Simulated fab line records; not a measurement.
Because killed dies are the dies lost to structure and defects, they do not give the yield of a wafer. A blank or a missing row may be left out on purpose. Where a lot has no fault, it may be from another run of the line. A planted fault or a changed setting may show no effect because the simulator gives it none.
Problem report in the 8D (eight disciplines) form, filled by code || flow n5_finfet || the parts of the form that need people (team, actions taken, sign-off) are left out

== 1. WHAT WENT WRONG ==
killed_at_other at N5_PASSIVATION_PROBE_49 reads a mean of 142.0 on 2 wafers of 1 lot; wafers without a fault read 3.1 with a standard deviation of 2.8. Measured from the usual mean, that is +50 standard deviations.
Earliest sighting: wafer L820.3 on prober-02 at day 15 10:05. At this step, 32 wafers from 11 lots have a number in the record. By rule, "out" or "out of limits" means more than 4 standard deviations away from the usual mean. The rest of the wafers with a number are treated as sound.

== 2. WHAT IT IS; WHAT IT IS NOT ==
{"question": "which readings at this step", "is": "killed_at_other, defect_limited_yield, killed_dies, sort_bin_5_function, sort_n_pass, sort_yield_pct", "is not": "killed_at_M0_to_M3, killed_at_M4_up, killed_at_contacts, killed_at_front_end, killed_open, killed_short"}
{"question": "which lots", "is": "L820", "is not": "L809, L810, L811, L812, L821, L822, L825, L829, L830, L832"}
{"question": "which wafers of those lots", "is": "L820.3, L820.4", "is not": "L820.6"}
{"question": "read on which tools", "is": "prober-02", "is not": "prober-01"}
{"question": "when", "is": "from day 15 10:05", "is not": "up to then (12 sound wafers); but 18 sound wafers of L820, L821, L822, L825, L829, L830, L832 came after"}

== 3. THE SUSPECTS, EACH WITH WHAT RULES IT OUT ==
Counting: a tool at a process step up to the reading stays a suspect if it ran every lot that is out. Sound lots after the first of them don't rule it out here, since some wafers of a struck lot are sound.
- rie_diel-02 at N5_PASSIVATION_VIA_ETCH_13 (etches SiO2 in CHF3/O2, target depth 660 nm, time 330 s): kept. The lot that is out, L820, ran on it at day 15 03:55; the last sound lot it ran before that was L812, at day 13 00:17.
- rie_metal-02 at N5_PASSIVATION_ETCH_59 (etches TaN in Cl2/BCl3, target depth 65 nm, time 34.9 s): kept. It ran the lot that is out, L820 (day 15 05:35).
- rie_diel-03 at N5_PASSIVATION_DESCUM_46 (chemistry O2, time 7.9 s): kept. The lot that is out, L820, ran on it at day 15 06:56; the last sound lot it ran before that was L812, at day 13 04:31.
- prober-02 at N5_PASSIVATION_PROBE_49: kept. The lot that is out, L820, ran on it at day 15 10:05; the last sound lot it ran before that was L809, at day 12 01:29. Its own defect_limited_yield, killed_at_other, killed_dies, sort_bin_5_function, sort_n_pass, sort_yield_pct readings are out on those wafers.
- The sound lot-mates ran in chamber 0 of rie_diel-02 at N5_PASSIVATION_VIA_ETCH_13, but the wafers that are out ran in chamber 1.
- Within rie_diel-03 at N5_PASSIVATION_DESCUM_46: the wafers that are out ran in chambers 0, 2; their sound lot-mates ran in chamber 1.
Left after counting: rie_diel-02 at N5_PASSIVATION_VIA_ETCH_13, rie_metal-02 at N5_PASSIVATION_ETCH_59, rie_diel-03 at N5_PASSIVATION_DESCUM_46, prober-02 at N5_PASSIVATION_PROBE_49.

== 4. THE CAUSE (what the simulator had put in) ==
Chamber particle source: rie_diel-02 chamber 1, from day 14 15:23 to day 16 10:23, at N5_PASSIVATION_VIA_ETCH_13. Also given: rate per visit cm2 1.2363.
Of the 4 suspects that counting leaves, this tool is one.

== 5. SEQUENCE OF EFFECTS, ordered by route ==
Each row: a reading whose mean over the struck wafers that have a number lies more than 3 standard deviations from the usual. Only readings for which the record gives a usual standard deviation are gone through. hours: the time from each lot's start at the first step in this table that gives one to its start at this step, as a median over the lots. sigmas: the change in usual standard deviations.
{"hours": 0, "step": "N5_PASSIVATION_PROBE_49", "reading": "defect_limited_yield", "usual": "91.4 %", "on struck wafers": 80.5, "change": -10.9, "sigmas": -7.3}
{"hours": 0, "step": "N5_PASSIVATION_PROBE_49", "reading": "killed_at_other", "usual": 3.1, "on struck wafers": 142.0, "change": "+138.9", "sigmas": "+50"}
{"hours": 0, "step": "N5_PASSIVATION_PROBE_49", "reading": "killed_dies", "usual": 102, "on struck wafers": 230, "change": "+128", "sigmas": "+7.1"}
{"hours": 0, "step": "N5_PASSIVATION_PROBE_49", "reading": "sort_bin_5_function", "usual": "5.1 %", "on struck wafers": 12.2, "change": "+7.1", "sigmas": "+6.5"}
{"hours": 0, "step": "N5_PASSIVATION_PROBE_49", "reading": "sort_n_pass", "usual": 1078, "on struck wafers": 950, "change": -128, "sigmas": -7.1}
{"hours": 0, "step": "N5_PASSIVATION_PROBE_49", "reading": "sort_yield_pct", "usual": "91.4 %", "on struck wafers": 80.5, "change": -10.9, "sigmas": -7.3}
It contains these process steps:
- N5_PASSIVATION_PROBE_49

== 6. WHAT WOULD HAVE CAUGHT IT SOONER ==
In this record the first reading out of limits was taken at day 15 10:05, 19 hours after the fault began at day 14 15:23.
An alarm limit of 4 standard deviations would not have fired on the tool readings at N5_PASSIVATION_VIA_ETCH_13 for which the record gives a usual standard deviation, since none of them was out on any struck wafer.
By day 15 10:05 the whole set of lots that are out, 1 in number, had already begun N5_PASSIVATION_VIA_ETCH_13 on rie_diel-02. None of them would have been spared by holding the tool at that moment.
